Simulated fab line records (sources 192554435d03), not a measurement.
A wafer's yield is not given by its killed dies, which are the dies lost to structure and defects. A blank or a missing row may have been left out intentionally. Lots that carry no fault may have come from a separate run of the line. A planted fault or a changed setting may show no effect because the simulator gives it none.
fab line records / flow n5Finfet
record: lots: 12 wafers: 34 lastDay: 18
route steps=1938 shown BEOL_M6@1253 BEOL_M15@1814 MIM_BOT@1832 PASSIVATION@1936
lots with no fault: from the same line, run without faults
startH: start of the lot's first displayed wafer, in hours after the record's first day / waitH: how many hours have passed since the lot's step before this one / " unchanged from the row above / L1.1+2: one row covering several wafers at once / - no value, or no start given / * or withheld: withheld / < > ~ a bound
route shown NAME@n: names a module that has steps shown in the file, with the first one's number in the route / usual: the fault-free wafers' mean and standard deviation / same: alike in all rows / chamber/n: place in a boat / sites: the reading at each site / _std_site: their standard deviation / _edge_site: mean of outer sites minus mean of inner sites / radiusMm: how far each site lies from the wafer's centre / mask NAME#n: copy n / behind: tool/chamber where the wafer was last shaped / hold: why the lot was held/for how many hours/how that ended / device: names the non-switching transistor (n, p or np) / end of line: the tests these same wafers got at the end of their route / a step given without rows: its recipe and nothing more / killed: the dies lost at the first sort to structure and to defects; this is not the yield of the wafer / map: a wafer's dies, marking killed ones x, the rest . and places with no die _
set.NAME: the run value of the setting; set.NAME@STEP: its run value at that earlier step / model.NAME: the simulator's own value behind a step, which no gauge read
steps of the route over a sample of lots; a table a step, a row a wafer
services: when a tool's chamber went out of use (startH, in hours from the record's first day, below 0 if earlier), for how many hours, and the reason
== steps ==
step: N5_BEOL_M6_CVD_78
recipe: material: Co targetThkA: 20 tempC: withheld precursor: CCTBA/H2 pressureTorr: 30 timeS: 142.3
lot.wafer=L740.1+4+6 tool=cvdCo-01 chamber=1,0,1 startH=191.20 waitH=0.2
lot.wafer=L739.2+3+4 tool=cvdCo-01 chamber=2,1,1 startH=195.96 waitH=0.0
lot.wafer=L742.2+4+5 tool=cvdCo-02 chamber=2,1,0 startH=198.47 waitH=0.2
lot.wafer=L741.2+3+5 tool=cvdCo-01 chamber=0,1,0 startH=198.62 waitH=0.0
lot.wafer=L746.3+5+6 tool=cvdCo-02 chamber=0,2,0 startH=230.41 waitH=0.1
lot.wafer=L747.2+3 tool=cvdCo-02 chamber=1,2 startH=236.29 waitH=0.0
lot.wafer=L745.4+5+6 tool=cvdCo-02 chamber=2,0,1 startH=241.18 waitH=0.3
lot.wafer=L751.1+2+4 tool=cvdCo-02 chamber=2,0,2 startH=257.60 waitH=0.1
lot.wafer=L758.1+5+6 tool=cvdCo-01 chamber=0,1,0 startH=305.04 waitH=0.0
lot.wafer=L759.3+4+6 tool=cvdCo-01 chamber=2,1,1 startH=309.75 waitH=0.2
lot.wafer=L761.1+4+6 tool=cvdCo-01 chamber=1,1,2 startH=321.04 waitH=0.0
lot.wafer=L762.1+4 tool=cvdCo-02 chamber=2 startH=341.98 waitH=0.1
step: N5_BEOL_M15_ETCH_38
recipe: chemistry: CF4/N2 target: SiCN targetDepthA: 1064 taperDeg: 2 timeS: 120.5 ionEnergyEv: 150 maskMaterial: SiO2 pressureMtorr: 40 sourceW: 430 biasW: 70 Ar_flow_sccm: 100 cf4FlowSccm: 60 n2FlowSccm: 60
usual: drypumpMotorCurrentA: 5.6/0.3 oesProductAu: 0.81/0.092 rfVppV: 382.7/1.3 showerheadPlenumPTorr: 2.22/0.045 throttleValvePct: 15.36/0.19
lot.wafer=L739.2 tool=rieDiel-06 chamber=0 startH=- waitH=- drypumpMotorCurrentA=5.8 oesProductAu=0.70 rfHoursCounterH=199 rfVppV=384.4 showerheadPlenumPTorr=2.28 throttleValvePct=15.55
lot.wafer=L739.3 tool=rieDiel-06 chamber=3 startH=- waitH=- drypumpMotorCurrentA=5.3 oesProductAu=0.81 rfHoursCounterH=102 rfVppV=380.8 showerheadPlenumPTorr=2.14 throttleValvePct=15.45
lot.wafer=L739.4 tool=rieDiel-06 chamber=1 startH=- waitH=- drypumpMotorCurrentA=5.3 oesProductAu=0.89 rfHoursCounterH=19 rfVppV=383.0 showerheadPlenumPTorr=2.26 throttleValvePct=15.12
lot.wafer=L740.1 tool=rieDiel-06 chamber=3 startH=- waitH=- drypumpMotorCurrentA=5.4 oesProductAu=0.82 rfHoursCounterH=104 rfVppV=380.8 showerheadPlenumPTorr=2.14 throttleValvePct=15.45
lot.wafer=L740.4 tool=rieDiel-06 chamber=0 startH=- waitH=- drypumpMotorCurrentA=5.8 oesProductAu=0.70 rfHoursCounterH=200 rfVppV=383.0 showerheadPlenumPTorr=2.28 throttleValvePct=15.58
lot.wafer=L740.6 tool=rieDiel-06 chamber=3 startH=- waitH=- drypumpMotorCurrentA=5.3 oesProductAu=0.82 rfHoursCounterH=- rfVppV=380.0 showerheadPlenumPTorr=2.14 throttleValvePct=15.46
lot.wafer=L741.2 tool=rieDiel-05 chamber=1 startH=- waitH=- drypumpMotorCurrentA=5.3 oesProductAu=0.80 rfHoursCounterH=111 rfVppV=383.0 showerheadPlenumPTorr=2.21 throttleValvePct=15.21
lot.wafer=L741.3 tool=rieDiel-05 chamber=2 startH=- waitH=- drypumpMotorCurrentA=5.6 oesProductAu=0.82 rfHoursCounterH=76 rfVppV=380.2 showerheadPlenumPTorr=2.24 throttleValvePct=15.44
lot.wafer=L741.5 tool=rieDiel-05 chamber=1 startH=- waitH=- drypumpMotorCurrentA=5.3 oesProductAu=0.80 rfHoursCounterH=- rfVppV=382.2 showerheadPlenumPTorr=2.21 throttleValvePct=15.21
lot.wafer=L742.2 tool=rieDiel-05 chamber=3 startH=- waitH=- drypumpMotorCurrentA=5.5 oesProductAu=0.68 rfHoursCounterH=240 rfVppV=381.8 showerheadPlenumPTorr=2.17 throttleValvePct=15.76
lot.wafer=L742.4 tool=rieDiel-05 chamber=1 startH=- waitH=- drypumpMotorCurrentA=5.3 oesProductAu=0.81 rfHoursCounterH=112 rfVppV=381.9 showerheadPlenumPTorr=2.21 throttleValvePct=15.22
lot.wafer=L742.5 tool=rieDiel-05 chamber=0 startH=- waitH=- drypumpMotorCurrentA=6.0 oesProductAu=0.74 rfHoursCounterH=- rfVppV=384.0 showerheadPlenumPTorr=2.30 throttleValvePct=15.43
lot.wafer=L746.3 tool=rieDiel-05 chamber=1 startH=- waitH=- drypumpMotorCurrentA=5.3 oesProductAu=0.79 rfHoursCounterH=123 rfVppV=383.5 showerheadPlenumPTorr=2.21 throttleValvePct=15.24
lot.wafer=L746.5 tool=rieDiel-05 chamber=1 startH=- waitH=- drypumpMotorCurrentA=5.3 oesProductAu=0.79 rfHoursCounterH=- rfVppV=383.7 showerheadPlenumPTorr=2.21 throttleValvePct=15.24
lot.wafer=L746.6 tool=rieDiel-05 chamber=0 startH=- waitH=- drypumpMotorCurrentA=6.1 oesProductAu=0.73 rfHoursCounterH=- rfVppV=383.5 showerheadPlenumPTorr=2.29 throttleValvePct=15.45
lot.wafer=L747.2 tool=rieDiel-01 chamber=1 startH=- waitH=- drypumpMotorCurrentA=5.9 oesProductAu=0.93 rfHoursCounterH=18 rfVppV=383.2 showerheadPlenumPTorr=2.25 throttleValvePct=15.41
lot.wafer=L747.3 tool=rieDiel-01 chamber=2 startH=- waitH=- drypumpMotorCurrentA=5.3 oesProductAu=0.95 rfHoursCounterH=9 rfVppV=380.1 showerheadPlenumPTorr=2.17 throttleValvePct=15.07
lot.wafer=L745.4 tool=rieDiel-01 chamber=1 startH=- waitH=- drypumpMotorCurrentA=6.0 oesProductAu=0.92 rfHoursCounterH=20 rfVppV=383.1 showerheadPlenumPTorr=2.25 throttleValvePct=15.41
lot.wafer=L745.5 tool=rieDiel-01 chamber=3 startH=- waitH=- drypumpMotorCurrentA=5.7 oesProductAu=0.72 rfHoursCounterH=- rfVppV=383.6 showerheadPlenumPTorr=2.26 throttleValvePct=15.36
lot.wafer=L745.6 tool=rieDiel-01 chamber=2 startH=- waitH=- drypumpMotorCurrentA=5.3 oesProductAu=0.95 rfHoursCounterH=- rfVppV=381.2 showerheadPlenumPTorr=2.17 throttleValvePct=15.10
lot.wafer=L751.1 tool=rieDiel-01 chamber=3 startH=- waitH=- drypumpMotorCurrentA=5.8 oesProductAu=0.71 rfHoursCounterH=247 rfVppV=383.1 showerheadPlenumPTorr=2.26 throttleValvePct=15.38
lot.wafer=L751.2 tool=rieDiel-01 chamber=2 startH=- waitH=- drypumpMotorCurrentA=5.3 oesProductAu=0.94 rfHoursCounterH=15 rfVppV=382.3 showerheadPlenumPTorr=2.17 throttleValvePct=15.11
lot.wafer=L751.4 tool=rieDiel-01 chamber=1 startH=- waitH=- drypumpMotorCurrentA=6.0 oesProductAu=0.92 rfHoursCounterH=23 rfVppV=383.9 showerheadPlenumPTorr=2.25 throttleValvePct=15.42
lot.wafer=L758.1 tool=rieDiel-05 chamber=2 startH=- waitH=- drypumpMotorCurrentA=5.5 oesProductAu=0.79 rfHoursCounterH=112 rfVppV=382.4 showerheadPlenumPTorr=2.23 throttleValvePct=15.49
lot.wafer=L758.5 tool=rieDiel-05 chamber=0 startH=- waitH=- drypumpMotorCurrentA=6.0 oesProductAu=0.70 rfHoursCounterH=- rfVppV=383.8 showerheadPlenumPTorr=2.28 throttleValvePct=15.49
lot.wafer=L758.6 tool=rieDiel-05 chamber=3 startH=- waitH=- drypumpMotorCurrentA=5.5 oesProductAu=0.92 rfHoursCounterH=- rfVppV=382.1 showerheadPlenumPTorr=2.16 throttleValvePct=15.29
lot.wafer=L759.3 tool=rieDiel-05 chamber=1 startH=- waitH=- drypumpMotorCurrentA=5.2 oesProductAu=0.76 rfHoursCounterH=149 rfVppV=381.8 showerheadPlenumPTorr=2.20 throttleValvePct=15.30
lot.wafer=L759.4 tool=rieDiel-05 chamber=0 startH=- waitH=- drypumpMotorCurrentA=6.0 oesProductAu=0.71 rfHoursCounterH=227 rfVppV=384.4 showerheadPlenumPTorr=2.28 throttleValvePct=15.49
lot.wafer=L759.6 tool=rieDiel-05 chamber=0 startH=- waitH=- drypumpMotorCurrentA=6.0 oesProductAu=0.70 rfHoursCounterH=- rfVppV=383.6 showerheadPlenumPTorr=2.28 throttleValvePct=15.49
lot.wafer=L761.1 tool=rieDiel-01 chamber=1 startH=- waitH=- drypumpMotorCurrentA=5.9 oesProductAu=0.86 rfHoursCounterH=50 rfVppV=382.1 showerheadPlenumPTorr=2.24 throttleValvePct=15.48
lot.wafer=L761.4 tool=rieDiel-01 chamber=2 startH=- waitH=- drypumpMotorCurrentA=5.3 oesProductAu=0.88 rfHoursCounterH=42 rfVppV=381.0 showerheadPlenumPTorr=2.16 throttleValvePct=15.15
lot.wafer=L761.6 tool=rieDiel-01 chamber=2 startH=- waitH=- drypumpMotorCurrentA=5.3 oesProductAu=0.89 rfHoursCounterH=- rfVppV=381.4 showerheadPlenumPTorr=2.16 throttleValvePct=15.14
lot.wafer=L762.1 tool=rieDiel-06 chamber=0 startH=- waitH=- drypumpMotorCurrentA=5.8 oesProductAu=0.67 rfHoursCounterH=237 rfVppV=384.2 showerheadPlenumPTorr=2.26 throttleValvePct=15.64
lot.wafer=L762.4 tool=rieDiel-06 chamber=3 startH=- waitH=- drypumpMotorCurrentA=5.3 oesProductAu=0.77 rfHoursCounterH=143 rfVppV=380.7 showerheadPlenumPTorr=2.13 throttleValvePct=15.53
step: N5_MIM_BOT_DEGAS_01
recipe: ambient: vacuum tempC: 300 timeS: 60
usual: heaterPowerW: 460/63
lot.wafer=L739.2 tool=pvdSputter-03 chamber=- startH=262.51 waitH=2.9 heaterPowerW=408
lot.wafer=L739.3 tool=pvdSputter-03 chamber=- startH=262.51 waitH=2.9 heaterPowerW=587
lot.wafer=L739.4 tool=pvdSputter-03 chamber=- startH=262.51 waitH=2.9 heaterPowerW=485
lot.wafer=L740.1 tool=pvdSputter-02 chamber=- startH=266.93 waitH=1.4 heaterPowerW=512
lot.wafer=L740.4 tool=pvdSputter-02 chamber=- startH=266.93 waitH=1.4 heaterPowerW=386
lot.wafer=L740.6 tool=pvdSputter-02 chamber=- startH=266.93 waitH=1.4 heaterPowerW=491
lot.wafer=L741.2 tool=pvdSputter-02 chamber=- startH=267.24 waitH=1.2 heaterPowerW=376
lot.wafer=L741.3 tool=pvdSputter-02 chamber=- startH=267.24 waitH=1.2 heaterPowerW=510
lot.wafer=L741.5 tool=pvdSputter-02 chamber=- startH=267.24 waitH=1.2 heaterPowerW=499
lot.wafer=L742.2 tool=pvdSputter-03 chamber=- startH=269.24 waitH=0.7 heaterPowerW=494
lot.wafer=L742.4 tool=pvdSputter-03 chamber=- startH=269.24 waitH=0.7 heaterPowerW=588
lot.wafer=L742.5 tool=pvdSputter-03 chamber=- startH=269.24 waitH=0.7 heaterPowerW=502
lot.wafer=L746.3 tool=pvdSputter-03 chamber=- startH=305.02 waitH=0.3 heaterPowerW=597
lot.wafer=L746.5 tool=pvdSputter-03 chamber=- startH=305.02 waitH=0.3 heaterPowerW=505
lot.wafer=L746.6 tool=pvdSputter-03 chamber=- startH=305.02 waitH=0.3 heaterPowerW=392
lot.wafer=L747.2 tool=pvdSputter-03 chamber=- startH=308.28 waitH=0.8 heaterPowerW=490
lot.wafer=L747.3 tool=pvdSputter-03 chamber=- startH=308.28 waitH=0.8 heaterPowerW=575
lot.wafer=L745.4 tool=pvdSputter-01 chamber=- startH=316.54 waitH=1.3 heaterPowerW=438
lot.wafer=L745.5 tool=pvdSputter-01 chamber=- startH=316.54 waitH=1.3 heaterPowerW=371
lot.wafer=L745.6 tool=pvdSputter-01 chamber=- startH=316.54 waitH=1.3 heaterPowerW=434
lot.wafer=L751.1 tool=pvdSputter-03 chamber=- startH=324.71 waitH=0.4 heaterPowerW=500
lot.wafer=L751.2 tool=pvdSputter-03 chamber=- startH=324.71 waitH=0.4 heaterPowerW=392
lot.wafer=L751.4 tool=pvdSputter-03 chamber=- startH=324.71 waitH=0.4 heaterPowerW=591
lot.wafer=L758.1 tool=pvdSputter-01 chamber=- startH=369.40 waitH=0.4 heaterPowerW=412
lot.wafer=L758.5 tool=pvdSputter-01 chamber=- startH=369.40 waitH=0.4 heaterPowerW=442
lot.wafer=L758.6 tool=pvdSputter-01 chamber=- startH=369.40 waitH=0.4 heaterPowerW=412
lot.wafer=L759.3 tool=pvdSputter-01 chamber=- startH=380.25 waitH=2.2 heaterPowerW=443
lot.wafer=L759.4 tool=pvdSputter-01 chamber=- startH=380.25 waitH=2.2 heaterPowerW=427
lot.wafer=L759.6 tool=pvdSputter-01 chamber=- startH=380.25 waitH=2.2 heaterPowerW=436
lot.wafer=L761.1 tool=pvdSputter-02 chamber=- startH=397.22 waitH=1.4 heaterPowerW=503
lot.wafer=L761.4 tool=pvdSputter-02 chamber=- startH=397.22 waitH=1.4 heaterPowerW=390
lot.wafer=L761.6 tool=pvdSputter-02 chamber=- startH=397.22 waitH=1.4 heaterPowerW=521
lot.wafer=L762.1 tool=pvdSputter-03 chamber=- startH=420.15 waitH=0.4 heaterPowerW=586
lot.wafer=L762.4 tool=pvdSputter-03 chamber=- startH=420.15 waitH=0.4 heaterPowerW=492
step: N5_MIM_BOT_SPUTTER_00
recipe: material: TiN targetThkA: 350 tempC: 200 powerW: 3000 chamberPressurePa: 0.49996 gas: Ar reactivePartialPa: 0.37997 timeS: 89.7
usual: cathodeDcPowerW: 3000.0/0.58 throttleValvePct: 30.2/0.98
lot.wafer=L739.2 tool=pvdSputter-03 chamber=- startH=262.55 waitH=0.0 cathodeDcPowerW=3000.4 throttleValvePct=29.4
lot.wafer=L739.3 tool=pvdSputter-03 chamber=- startH=262.55 waitH=0.0 cathodeDcPowerW=3000.2 throttleValvePct=31.1
lot.wafer=L739.4 tool=pvdSputter-03 chamber=- startH=262.55 waitH=0.0 cathodeDcPowerW=2999.3 throttleValvePct=29.4
lot.wafer=L740.1 tool=pvdSputter-02 chamber=- startH=266.97 waitH=0.0 cathodeDcPowerW=3000.4 throttleValvePct=30.7
lot.wafer=L740.4 tool=pvdSputter-02 chamber=- startH=266.97 waitH=0.0 cathodeDcPowerW=2999.7 throttleValvePct=32.0
lot.wafer=L740.6 tool=pvdSputter-02 chamber=- startH=266.97 waitH=0.0 cathodeDcPowerW=3000.5 throttleValvePct=29.9
lot.wafer=L741.2 tool=pvdSputter-02 chamber=- startH=267.29 waitH=0.0 cathodeDcPowerW=2999.7 throttleValvePct=32.1
lot.wafer=L741.3 tool=pvdSputter-02 chamber=- startH=267.29 waitH=0.0 cathodeDcPowerW=3000.0 throttleValvePct=30.5
lot.wafer=L741.5 tool=pvdSputter-02 chamber=- startH=267.29 waitH=0.0 cathodeDcPowerW=2999.8 throttleValvePct=29.9
lot.wafer=L742.2 tool=pvdSputter-03 chamber=- startH=269.28 waitH=0.0 cathodeDcPowerW=3000.1 throttleValvePct=30.4
lot.wafer=L742.4 tool=pvdSputter-03 chamber=- startH=269.28 waitH=0.0 cathodeDcPowerW=2999.8 throttleValvePct=30.8
lot.wafer=L742.5 tool=pvdSputter-03 chamber=- startH=269.28 waitH=0.0 cathodeDcPowerW=3000.6 throttleValvePct=29.1
lot.wafer=L746.3 tool=pvdSputter-03 chamber=- startH=305.06 waitH=0.0 cathodeDcPowerW=3000.3 throttleValvePct=31.1
lot.wafer=L746.5 tool=pvdSputter-03 chamber=- startH=305.06 waitH=0.0 cathodeDcPowerW=3000.0 throttleValvePct=29.3
lot.wafer=L746.6 tool=pvdSputter-03 chamber=- startH=305.06 waitH=0.0 cathodeDcPowerW=3000.4 throttleValvePct=29.6
lot.wafer=L747.2 tool=pvdSputter-03 chamber=- startH=308.32 waitH=0.0 cathodeDcPowerW=2999.5 throttleValvePct=30.8
lot.wafer=L747.3 tool=pvdSputter-03 chamber=- startH=308.32 waitH=0.0 cathodeDcPowerW=2999.5 throttleValvePct=31.1
lot.wafer=L745.4 tool=pvdSputter-01 chamber=- startH=316.58 waitH=0.0 cathodeDcPowerW=2999.4 throttleValvePct=30.0
lot.wafer=L745.5 tool=pvdSputter-01 chamber=- startH=316.58 waitH=0.0 cathodeDcPowerW=2999.3 throttleValvePct=28.5
lot.wafer=L745.6 tool=pvdSputter-01 chamber=- startH=316.58 waitH=0.0 cathodeDcPowerW=3001.1 throttleValvePct=30.0
lot.wafer=L751.1 tool=pvdSputter-03 chamber=- startH=324.75 waitH=0.0 cathodeDcPowerW=3000.1 throttleValvePct=30.7
lot.wafer=L751.2 tool=pvdSputter-03 chamber=- startH=324.75 waitH=0.0 cathodeDcPowerW=2999.8 throttleValvePct=29.3
lot.wafer=L751.4 tool=pvdSputter-03 chamber=- startH=324.75 waitH=0.0 cathodeDcPowerW=2999.7 throttleValvePct=31.3
lot.wafer=L758.1 tool=pvdSputter-01 chamber=- startH=369.44 waitH=0.0 cathodeDcPowerW=3000.7 throttleValvePct=31.1
lot.wafer=L758.5 tool=pvdSputter-01 chamber=- startH=369.44 waitH=0.0 cathodeDcPowerW=2999.9 throttleValvePct=30.0
lot.wafer=L758.6 tool=pvdSputter-01 chamber=- startH=369.44 waitH=0.0 cathodeDcPowerW=3000.6 throttleValvePct=31.0
lot.wafer=L759.3 tool=pvdSputter-01 chamber=- startH=380.29 waitH=0.0 cathodeDcPowerW=2999.4 throttleValvePct=29.8
lot.wafer=L759.4 tool=pvdSputter-01 chamber=- startH=380.29 waitH=0.0 cathodeDcPowerW=2999.9 throttleValvePct=31.7
lot.wafer=L759.6 tool=pvdSputter-01 chamber=- startH=380.29 waitH=0.0 cathodeDcPowerW=3000.4 throttleValvePct=29.8
lot.wafer=L761.1 tool=pvdSputter-02 chamber=- startH=397.26 waitH=0.0 cathodeDcPowerW=3000.3 throttleValvePct=29.9
lot.wafer=L761.4 tool=pvdSputter-02 chamber=- startH=397.26 waitH=0.0 cathodeDcPowerW=3000.6 throttleValvePct=32.0
lot.wafer=L761.6 tool=pvdSputter-02 chamber=- startH=397.26 waitH=0.0 cathodeDcPowerW=2999.9 throttleValvePct=30.4
lot.wafer=L762.1 tool=pvdSputter-03 chamber=- startH=420.19 waitH=0.0 cathodeDcPowerW=2999.9 throttleValvePct=31.2
lot.wafer=L762.4 tool=pvdSputter-03 chamber=- startH=420.19 waitH=0.0 cathodeDcPowerW=3000.4 throttleValvePct=30.6
step: N5_PASSIVATION_PROBE_49
usual: defectLimitedYield: 91.7/1.7 killed_at_M0_to_M3: 34/10 killed_at_M4_up: 13/5.1 killedAtContacts: 12/6.2 killedAtFrontEnd: 36/12 killedAtOther: 3.2/2.6 killedDies: 98/20 killedOnRim: 13/4.5 killedOpen: 65/13 killedShort: 32/8.4 sort_bin_5_function: 4.8/1.1 sort_bin_6_memory: 3.2/0.74 sortNPass: 1082/20 sortYieldPct: 91.7/1.7
same: grossDies: 1180 killedAtBackSide: 0 sort_bin_4_leakage[%]: 0 sort_bin_8_speed[%]: 0
lot.wafer=L745.4 tool=prober-02 chamber=- startH=327.29 waitH=0.2 defectLimitedYield[%]=85.3 killed_at_M0_to_M3=41 killed_at_M4_up=72 killedAtContacts=3 killedAtFrontEnd=55 killedAtOther=3 killedDies=174 killedOnRim=32 killedOpen=65 killedShort=43 sort_bin_5_function[%]=8.1 sort_bin_6_memory[%]=4.8 sortNPass=1006 sortYieldPct[%]=85.3
lot.wafer=L745.5 tool=prober-02 chamber=- startH=327.34 waitH=0.2 defectLimitedYield[%]=82.0 killed_at_M0_to_M3=20 killed_at_M4_up=152 killedAtContacts=3 killedAtFrontEnd=35 killedAtOther=2 killedDies=212 killedOnRim=25 killedOpen=41 killedShort=25 sort_bin_5_function[%]=11.1 sort_bin_6_memory[%]=3.2 sortNPass=968 sortYieldPct[%]=82.0
lot.wafer=L745.6 tool=prober-02 chamber=- startH=327.39 waitH=0.3 defectLimitedYield[%]=80.9 killed_at_M0_to_M3=15 killed_at_M4_up=161 killedAtContacts=13 killedAtFrontEnd=35 killedAtOther=1 killedDies=225 killedOnRim=12 killedOpen=51 killedShort=20 sort_bin_5_function[%]=10.8 sort_bin_6_memory[%]=3.6 sortNPass=955 sortYieldPct[%]=80.9
lot.wafer=L751.1 tool=prober-01 chamber=- startH=339.82 waitH=0.0 defectLimitedYield[%]=88.8 killed_at_M0_to_M3=20 killed_at_M4_up=71 killedAtContacts=2 killedAtFrontEnd=37 killedAtOther=2 killedDies=132 killedOnRim=26 killedOpen=52 killedShort=24 sort_bin_5_function[%]=5.8 sort_bin_6_memory[%]=3.5 sortNPass=1048 sortYieldPct[%]=88.8
lot.wafer=L751.2 tool=prober-01 chamber=- startH=339.87 waitH=0.1 defectLimitedYield[%]=81.5 killed_at_M0_to_M3=31 killed_at_M4_up=147 killedAtContacts=5 killedAtFrontEnd=32 killedAtOther=3 killedDies=218 killedOnRim=25 killedOpen=55 killedShort=27 sort_bin_5_function[%]=10.8 sort_bin_6_memory[%]=3.9 sortNPass=962 sortYieldPct[%]=81.5
lot.wafer=L751.4 tool=prober-01 chamber=- startH=339.97 waitH=0.2 defectLimitedYield[%]=89.9 killed_at_M0_to_M3=14 killed_at_M4_up=72 killedAtContacts=4 killedAtFrontEnd=21 killedAtOther=8 killedDies=119 killedOnRim=25 killedOpen=44 killedShort=19 sort_bin_5_function[%]=5.9 sort_bin_6_memory[%]=2.0 sortNPass=1061 sortYieldPct[%]=89.9
killed by level:class
L745.4 BEOL_M6:unspecified=66 FIN_SAQP:geometricParticle:short=17 STI_FIN_REVEAL:geometricParticle:open=12 FIN_SAQP:geometricParticle:open=10 BEOL_M0_SAQP:geometricParticle:short=10 BEOL_M3:geometricParticle:open=10 BEOL_M2:geometricParticle:open=8 BEOL_M0_SAQP:geometricParticle:open=7
L745.5 BEOL_M6:unspecified=139 FIN_SAQP:geometricParticle:short=8 FIN_SAQP:geometricParticle:open=8 HKMG_FIN:areaEtch=7 STI_FIN_REVEAL:geometricParticle:open=6 BEOL_M3:geometricParticle:open=6 BEOL_M0_SAQP:geometricParticle:short=4 MOL_CONTACT_COAG:geometricParticle:open=3
L745.6 BEOL_M6:unspecified=154 MOL_CONTACT_COAG:geometricParticle:open=11 STI_FIN_REVEAL:geometricParticle:open=8 FIN_SAQP:geometricParticle:short=7 BEOL_M3:geometricParticle:open=6 FIN_SAQP:geometricParticle:open=5 STARTING-WAFER:geometricParticle:open=4 BEOL_M1:geometricParticle:open=3
L751.1 BEOL_M6:unspecified=56 STI_FIN_REVEAL:geometricParticle:open=11 BEOL_M3:geometricParticle:open=7 BEOL_M1:geometricParticle:open=6 BEOL_M4:geometricParticle:open=6 GATE_CUT:geometricParticle:short=5 FIN_SAQP:geometricParticle:short=4 FIN_SAQP:geometricParticle:open=4
L751.2 BEOL_M6:unspecified=136 BEOL_M3:geometricParticle:open=7 FIN_SAQP:geometricParticle:short=6 STI_FIN_REVEAL:geometricParticle:open=6 GATE_CUT:geometricParticle:short=5 MOL_CONTACT_COAG:geometricParticle:open=5 BEOL_M0_SAQP:geometricParticle:short=5 BEOL_M0_SAQP:geometricParticle:open=5
L751.4 BEOL_M6:unspecified=56 BEOL_M4:geometricParticle:open=10 STI_FIN_REVEAL:geometricParticle:open=7 BEOL_M3:geometricParticle:open=7 FIN_SAQP:geometricParticle:short=3 MOL_CONTACT_COAG:geometricParticle:open=3 BEOL_M0_SAQP:geometricParticle:open=3 PAD_METAL:geometricParticle:open=3
== services ==
tool=cvdCo-01 chamber=- startH=174.11 hours=0.4 kind=repair
tool=rieDiel-06 chamber=1 startH=177.25 hours=22.2 kind=repair
tool=rieDiel-06 chamber=2 startH=194.15 hours=4.6 kind=repair
tool=cvdCo-02 chamber=0 startH=201.54 hours=3.7 kind=repair
tool=rieDiel-01 chamber=1 startH=239.29 hours=- kind=clean
tool=rieDiel-01 chamber=1 startH=239.29 hours=- kind=consumableReplace:focusRing
tool=rieDiel-01 chamber=1 startH=239.29 hours=17.8 kind=scheduledDown
tool=pvdSputter-01 chamber=- startH=260.51 hours=3.0 kind=repair
tool=rieDiel-06 chamber=0 startH=274.36 hours=3.1 kind=repair
tool=rieDiel-06 chamber=3 startH=294.02 hours=4.3 kind=repair
tool=rieDiel-05 chamber=3 startH=300.48 hours=- kind=clean
tool=rieDiel-05 chamber=3 startH=300.48 hours=- kind=consumableReplace:focusRing
tool=rieDiel-05 chamber=3 startH=300.48 hours=12.2 kind=scheduledDown
tool=rieDiel-05 chamber=3 startH=300.48 hours=12.2 kind=ventCycle
tool=cvdCo-01 chamber=0 startH=307.10 hours=6.0 kind=repair
tool=rieDiel-06 chamber=- startH=331.77 hours=14.6 kind=pm
tool=cvdCo-02 chamber=1 startH=333.33 hours=- kind=clean
tool=cvdCo-02 chamber=1 startH=333.33 hours=22.0 kind=scheduledDown
tool=cvdCo-02 chamber=1 startH=333.33 hours=22.0 kind=ventCycle
tool=cvdCo-02 chamber=- startH=378.80 hours=1.0 kind=repair
tool=pvdSputter-03 chamber=- startH=393.46 hours=7.6 kind=repair
tool=pvdSputter-01 chamber=- startH=395.24 hours=4.6 kind=repair
tool=cvdCo-01 chamber=- startH=402.62 hours=14.6 kind=pm
tool=rieDiel-05 chamber=1 startH=406.43 hours=4.8 kind=repair
== key ==
firstSign: step: N5_PASSIVATION_PROBE_49 reading: killed_at_M4_up direction: up sigmas: 19 usual: 13 struck: 112
effect: step: N5_PASSIVATION_PROBE_49 reading: defectLimitedYield direction: down sigmas: 4.2 usual: 91.7 struck: 84.7
moreKillsBornAt: N5_BEOL_M6_CVD_78@cvdCo-02: 607
metAt N5_BEOL_M6_CVD_78
struckLots L745,L751
notActingAt N5_BEOL_M15_ETCH_38,N5_MIM_BOT_DEGAS_01,N5_MIM_BOT_SPUTTER_00
onsetBetween 236.29 241.18
fault: kind: chamberParticleSource tool: cvdCo-02 chamber: - onsetH: 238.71 steps: N5_BEOL_M6_CVD_78 ratePerVisitCm2: 1.602 endH: 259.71
